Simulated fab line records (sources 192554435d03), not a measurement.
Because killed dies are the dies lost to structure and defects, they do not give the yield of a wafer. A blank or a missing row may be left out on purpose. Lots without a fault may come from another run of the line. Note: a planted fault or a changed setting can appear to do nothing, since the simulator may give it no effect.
Lot-split experiment / flow n5-finfet / 7 lots, 21 wafers read, on a route of 1938 steps

== THE SPLIT ITSELF ==
At N5_BEOL_M6_COAT_59 (time 60 s, resist thk 100 nm), the setting spin-rpm was moved away from the recipe's 1500 rpm on 6 of the 21 wafers read, by -9.5% to -5.5%. All remaining wafers had this setting at the recipe value.

== FROM THE SPLIT TO THE READING: what the file shows between them, 7 steps ==
- N5_BEOL_M6_COAT_60: time 60 s, resist thk 35 nm
- N5_BEOL_M6_COAT_05: resist thk 90 nm
- N5_BEOL_M6_DESCUM_16: chemistry O2, time 7.9 s
- N5_BEOL_M6_ETCH_61: etches SiARC in CF4, target depth 45.5 nm, time 75.8 s
- N5_BEOL_M6_ETCH_62: etches SOC in N2/H2, target depth 110 nm, overetch 22 nm, time 165 s
- N5_BEOL_M6_STRIP_68: strips in N2/H2
- N5_BEOL_M6_STRIP_67: strips in CF4

== THE READING ==
SOC_of_BEOL_M6_COAT_59.thk-nm (the simulator's own value, which no gauge read), in nm, at N5_BEOL_M6_HM_OPEN_17 (chemistry Cl2/BCl3, target TiN, target depth 20 nm, overetch 6 nm). The file does not state a usual value for it. Here, 15 wafers ran the recipe; their average is 91.9 nm with a standard deviation of 0.55 nm.

wafer=L074.1; tool, chamber at the split=litho-track-04, 0; spin-rpm as run, rpm=1500; against the recipe=recipe; SOC_of_BEOL_M6_COAT_59.thk-nm, nm=91.4; against lot-mates on the recipe=-
wafer=L074.2; tool, chamber at the split=litho-track-04, 0; spin-rpm as run, rpm=1500; against the recipe=recipe; SOC_of_BEOL_M6_COAT_59.thk-nm, nm=92; against lot-mates on the recipe=-
wafer=L074.5; tool, chamber at the split=litho-track-04, 0; spin-rpm as run, rpm=1500; against the recipe=recipe; SOC_of_BEOL_M6_COAT_59.thk-nm, nm=92; against lot-mates on the recipe=-
wafer=L079.3; tool, chamber at the split=litho-track-05, 0; spin-rpm as run, rpm=1417; against the recipe=-5.5%; SOC_of_BEOL_M6_COAT_59.thk-nm, nm=95.4; against lot-mates on the recipe=+2.7
wafer=L079.4; tool, chamber at the split=litho-track-05, 0; spin-rpm as run, rpm=1500; against the recipe=recipe; SOC_of_BEOL_M6_COAT_59.thk-nm, nm=92.8; against lot-mates on the recipe=-
wafer=L079.5; tool, chamber at the split=litho-track-05, 0; spin-rpm as run, rpm=1500; against the recipe=recipe; SOC_of_BEOL_M6_COAT_59.thk-nm, nm=92.6; against lot-mates on the recipe=-
wafer=L081.1; tool, chamber at the split=litho-track-03, 0; spin-rpm as run, rpm=1500; against the recipe=recipe; SOC_of_BEOL_M6_COAT_59.thk-nm, nm=91.8; against lot-mates on the recipe=-
wafer=L081.2; tool, chamber at the split=litho-track-03, 0; spin-rpm as run, rpm=1500; against the recipe=recipe; SOC_of_BEOL_M6_COAT_59.thk-nm, nm=91.2; against lot-mates on the recipe=-
wafer=L081.3; tool, chamber at the split=litho-track-03, 0; spin-rpm as run, rpm=1500; against the recipe=recipe; SOC_of_BEOL_M6_COAT_59.thk-nm, nm=91.4; against lot-mates on the recipe=-
wafer=L080.3; tool, chamber at the split=litho-track-04, 0; spin-rpm as run, rpm=1500; against the recipe=recipe; SOC_of_BEOL_M6_COAT_59.thk-nm, nm=91.6; against lot-mates on the recipe=-
wafer=L080.5; tool, chamber at the split=litho-track-04, 0; spin-rpm as run, rpm=1500; against the recipe=recipe; SOC_of_BEOL_M6_COAT_59.thk-nm, nm=92; against lot-mates on the recipe=-
wafer=L080.6; tool, chamber at the split=litho-track-04, 0; spin-rpm as run, rpm=1500; against the recipe=recipe; SOC_of_BEOL_M6_COAT_59.thk-nm, nm=91.4; against lot-mates on the recipe=-
wafer=L089.1; tool, chamber at the split=litho-track-05, 0; spin-rpm as run, rpm=1357; against the recipe=-9.5%; SOC_of_BEOL_M6_COAT_59.thk-nm, nm=97.6; against lot-mates on the recipe=no lot-mate on the recipe
wafer=L089.2; tool, chamber at the split=litho-track-05, 0; spin-rpm as run, rpm=1357; against the recipe=-9.5%; SOC_of_BEOL_M6_COAT_59.thk-nm, nm=98; against lot-mates on the recipe=no lot-mate on the recipe
wafer=L089.6; tool, chamber at the split=litho-track-05, 0; spin-rpm as run, rpm=1357; against the recipe=-9.5%; SOC_of_BEOL_M6_COAT_59.thk-nm, nm=97; against lot-mates on the recipe=no lot-mate on the recipe
wafer=L092.2; tool, chamber at the split=litho-track-05, 0; spin-rpm as run, rpm=1500; against the recipe=recipe; SOC_of_BEOL_M6_COAT_59.thk-nm, nm=92.6; against lot-mates on the recipe=-
wafer=L092.4; tool, chamber at the split=litho-track-05, 0; spin-rpm as run, rpm=1500; against the recipe=recipe; SOC_of_BEOL_M6_COAT_59.thk-nm, nm=92.8; against lot-mates on the recipe=-
wafer=L092.5; tool, chamber at the split=litho-track-05, 0; spin-rpm as run, rpm=1500; against the recipe=recipe; SOC_of_BEOL_M6_COAT_59.thk-nm, nm=92.2; against lot-mates on the recipe=-
wafer=L094.1; tool, chamber at the split=litho-track-03, 0; spin-rpm as run, rpm=1500; against the recipe=recipe; SOC_of_BEOL_M6_COAT_59.thk-nm, nm=91.2; against lot-mates on the recipe=-
wafer=L094.3; tool, chamber at the split=litho-track-03, 0; spin-rpm as run, rpm=1416; against the recipe=-5.6%; SOC_of_BEOL_M6_COAT_59.thk-nm, nm=95.2; against lot-mates on the recipe=+4.0
wafer=L094.6; tool, chamber at the split=litho-track-03, 0; spin-rpm as run, rpm=1416; against the recipe=-5.6%; SOC_of_BEOL_M6_COAT_59.thk-nm, nm=94.8; against lot-mates on the recipe=+3.6

THE FIT
A straight line over all 21 wafers: SOC_of_BEOL_M6_COAT_59.thk-nm changes by -0.584 nm for each +1% of spin-rpm; r = -0.97; the points scatter about the line by 0.53 nm.
The same after taking each lot's own level away (the mean of its wafers on the recipe; 18 wafers): -0.616 nm for each +1%; r = -0.97; scatter 0.32 nm.
Per that fit: largest spin-rpm move, reading shift of 5.9 nm.
Measured against the standard deviation above, the lots' own levels, which go from 91.20 to 92.70 nm, span 2.7 times it.
So the lot-to-lot level changes the slope little: the two slopes agree.
Check: for one of the wafers moved furthest among these (-5.6%), held out of the fit, the line's prediction against its lot-mates is +3.17 nm. Against them it came out at +4 nm.

== OTHER SPLITS APPLIED TO THESE WAFERS ==
Note: prior to the reading, these wafers also went through further splits. Each is held against what the fit with the lots' levels taken away leaves over:
other split on the same wafers=N5_BEOL_M3_EXPOSE_08 dose-mj; wafers away from the commonest value=8; r with SOC_of_BEOL_M6_COAT_59.thk-nm (lot level and that fit taken away)=+0.28
other split on the same wafers=N5_BEOL_M5_COAT_71 spin-rpm; wafers away from the commonest value=9; r with SOC_of_BEOL_M6_COAT_59.thk-nm (lot level and that fit taken away)=+0.08
other split on the same wafers=N5_BEOL_M5_COAT_05 spin-rpm; wafers away from the commonest value=9; r with SOC_of_BEOL_M6_COAT_59.thk-nm (lot level and that fit taken away)=+0.10
other split on the same wafers=N5_BEOL_M6_ILD_DEP_00 time-s; wafers away from the commonest value=5; r with SOC_of_BEOL_M6_COAT_59.thk-nm (lot level and that fit taken away)=-0.26

== THE WHOLE CHAIN: every reading that the file lists as answering this split, in the file's order ==
step=N5_BEOL_M6_COAT_59; what it does=time 60 s, resist thk 100 nm; reading=SOC_of_BEOL_M6_COAT_59.thk-nm (the simulator's own value, which no gauge read); change (the file's fit)=-0.539 nm for each +1% of the setting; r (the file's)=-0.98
step=N5_BEOL_M6_ETCH_62; what it does=etches SOC in N2/H2, target depth 110 nm, overetch 22 nm, time 165 s; reading=etch.depth-nm (the simulator's own value, which no gauge read); change (the file's fit)=-0.55 nm for each +1% of the setting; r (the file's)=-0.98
step=N5_BEOL_M6_HM_OPEN_17; what it does=chemistry Cl2/BCl3, target TiN, target depth 20 nm, overetch 6 nm; reading=SOC_of_BEOL_M6_COAT_59.thk-nm (the simulator's own value, which no gauge read); change (the file's fit)=-0.584 nm for each +1% of the setting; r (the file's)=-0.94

== THE FILE'S OWN FIT ==
SOC_of_BEOL_M6_COAT_59.thk-nm changes by -0.584 nm for each +1% of spin-rpm, r = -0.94.
